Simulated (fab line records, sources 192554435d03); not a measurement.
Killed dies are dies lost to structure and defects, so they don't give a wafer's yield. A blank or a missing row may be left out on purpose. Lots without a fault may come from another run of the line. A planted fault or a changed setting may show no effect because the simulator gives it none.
Chamber matching | flow n5_finfet | N5_GATE_CUT_ETCH_37 on rie_diel-04: 4 sister chambers
The step etches SOC in N2/H2, target depth 60 nm, overetch 12 nm, time 90 s. 8 wafers are shown with their chamber, then 9 later ones without.

WAFERS WITH THEIR CHAMBER
wafer  | chamber | showerhead_plenum_p_Torr (Torr) | throttle_valve_pct (%)
L074.5 | 3       | 2.57                            | 17.72
L080.1 | 3       | 2.56                            | 17.74
L080.4 | 0       | 2.51                            | 18.30
L080.5 | 0       | 2.51                            | 18.29
L089.3 | 1       | 2.62                            | 18.00
L090.1 | 1       | 2.62                            | 17.98
L090.2 | 2       | 2.46                            | 17.95
L090.6 | 2       | 2.46                            | 17.95

WAFERS WITHOUT THEIR CHAMBER
wafer  | showerhead_plenum_p_Torr (Torr) | throttle_valve_pct (%)
L095.2 | 2.62                            | 18.02
L095.5 | 2.50                            | 17.94
L095.6 | 2.62                            | 18.00
L096.1 | 2.46                            | 17.96
L096.2 | 2.50                            | 17.93
L096.3 | 2.62                            | 18.01
L097.1 | 2.50                            | 17.93
L097.2 | 2.55                            | 17.80
L097.4 | 2.45                            | 17.94

WHICH CHAMBER EACH WENT THROUGH
wafer  | from the rows above | in truth
L095.2 | 1                   | 1
L095.5 | 2                   | 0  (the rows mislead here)
L095.6 | 1                   | 1
L096.1 | 2                   | 2
L096.2 | 2                   | 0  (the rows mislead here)
L096.3 | 1                   | 1
L097.1 | 2                   | 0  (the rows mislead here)
L097.2 | 3                   | 3
L097.4 | 2                   | 2
Placed correctly: 6 of 9. Can't be placed from these rows: 0. Placed wrongly: 3.
How it was worked out, from the rows above alone: a wafer's distance from a chamber is the root of the sum, over the readings, of the square of ((its reading less the chamber's mean) divided by the reading's scatter). The wafer belongs to the nearest chamber; if the next one is less than 2 further off, it can't be placed. A chamber's mean is the mean of its shown wafers. The scatter: the root of (the sum of the squares of (reading less its chamber's mean) over the shown wafers, divided by (wafers less chambers)).
